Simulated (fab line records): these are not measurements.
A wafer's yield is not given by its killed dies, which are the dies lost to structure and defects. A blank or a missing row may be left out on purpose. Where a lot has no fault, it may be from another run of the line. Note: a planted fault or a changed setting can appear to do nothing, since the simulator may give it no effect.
Matching of chambers + flow n5 finfet + rie diel-05 running N5_MOL_CONTACT_COAG_ETCH_124: 4 sister chambers
The step etches SiNx in CH3F/O2, stops on SiOC, target depth 6.5 nm. 22 wafers are shown with their chamber, then 11 later ones without.

WAFERS PAIRED WITH THEIR CHAMBERS
| wafer  | chamber | drypump motor current A (A) | throttle valve pct (%) | showerhead plenum p Torr (Torr) |
|--------|---------|-----------------------------|------------------------|---------------------------------|
| L075.1 | 3       | 5.7                         | 15.91                  | 2.12                            |
| L075.3 | 1       | 5.7                         | 16.37                  | 2.10                            |
| L075.5 | 0       | 6.6                         | 16.34                  | 1.99                            |
| L077.1 | 3       | 5.7                         | 15.94                  | 2.12                            |
| L077.3 | 1       | 5.7                         | 16.39                  | 2.10                            |
| L077.5 | 2       | 5.1                         | 16.65                  | 2.08                            |
| L081.1 | 3       | 5.7                         | 15.93                  | 2.12                            |
| L081.3 | 2       | 5.1                         | 16.68                  | 2.08                            |
| L081.5 | 3       | 5.7                         | 15.94                  | 2.12                            |
| L080.2 | 2       | 5.1                         | 16.69                  | 2.08                            |
| L080.3 | 3       | 5.7                         | 15.95                  | 2.12                            |
| L080.6 | 0       | 6.6                         | 16.35                  | 1.99                            |
| L083.2 | 0       | 6.6                         | 16.35                  | 1.98                            |
| L083.3 | 1       | 5.7                         | 16.41                  | 2.10                            |
| L083.6 | 3       | 5.7                         | 15.95                  | 2.12                            |
| L084.1 | 1       | 5.8                         | 16.41                  | 2.10                            |
| L084.5 | 3       | 5.7                         | 15.98                  | 2.11                            |
| L084.6 | 0       | 6.6                         | 16.36                  | 1.98                            |
| L086.1 | 3       | 5.7                         | 15.98                  | 2.11                            |
| L086.3 | 2       | 5.1                         | 16.70                  | 2.08                            |
| L086.4 | 1       | 5.7                         | 16.42                  | 2.10                            |
| L088.2 | 1       | 5.8                         | 16.42                  | 2.09                            |

SIGNATURES (averages over the wafers above)
| reading                  | chamber 0 | chamber 1 | chamber 2 | chamber 3 | scatter within a chamber |
|--------------------------|-----------|-----------|-----------|-----------|--------------------------|
| drypump motor current A  | 6.600     | 5.733     | 5.100     | 5.700     | 0.0272                   |
| throttle valve pct       | 16.3500   | 16.4033   | 16.6800   | 15.9475   | 0.0204                   |
| showerhead plenum p Torr | 1.9850    | 2.0983    | 2.0800    | 2.1175    | 0.0043                   |
Rule: a wafer's distance from a chamber is the root of the sum, over the readings, of the square of ((its reading less the chamber's mean) divided by the reading's scatter). If the next closest chamber is less than 2 further off than the closest, the wafer can't be placed; otherwise it belongs to the closest. How the scatter is found: for the shown wafers, subtract from each reading the mean of its chamber, square and add these, divide the total by (wafers less chambers), then take the root.

WAFERS WITH NO CHAMBER GIVEN
| wafer  | drypump motor current A (A) | throttle valve pct (%) | showerhead plenum p Torr (Torr) |
|--------|-----------------------------|------------------------|---------------------------------|
| L088.3 | 5.7                         | 15.96                  | 2.11                            |
| L088.5 | 6.6                         | 16.38                  | 1.98                            |
| L090.1 | 6.6                         | 16.38                  | 1.98                            |
| L090.5 | 5.7                         | 16.44                  | 2.09                            |
| L090.6 | 6.6                         | 16.39                  | 1.98                            |
| L094.2 | 5.7                         | 16.46                  | 2.09                            |
| L094.5 | 5.7                         | 16.45                  | 2.09                            |
| L094.6 | 5.1                         | 16.72                  | 2.07                            |
| L097.1 | 5.1                         | 16.74                  | 2.07                            |
| L097.2 | 5.7                         | 16.02                  | 2.10                            |
| L097.6 | 5.7                         | 16.03                  | 2.10                            |

THE CHAMBER EACH PASSED THROUGH
| wafer  | from the rows above | in truth |
|--------|---------------------|----------|
| L088.3 | 3                   | 3        |
| L088.5 | 0                   | 0        |
| L090.1 | 0                   | 0        |
| L090.5 | 1                   | 1        |
| L090.6 | 0                   | 0        |
| L094.2 | 1                   | 1        |
| L094.5 | 1                   | 1        |
| L094.6 | 2                   | 2        |
| L097.1 | 2                   | 2        |
| L097.2 | 3                   | 3        |
| L097.6 | 3                   | 3        |
Correctly placed: 11 of 11. Number that these rows cannot place: 0. Number placed wrongly: 0.
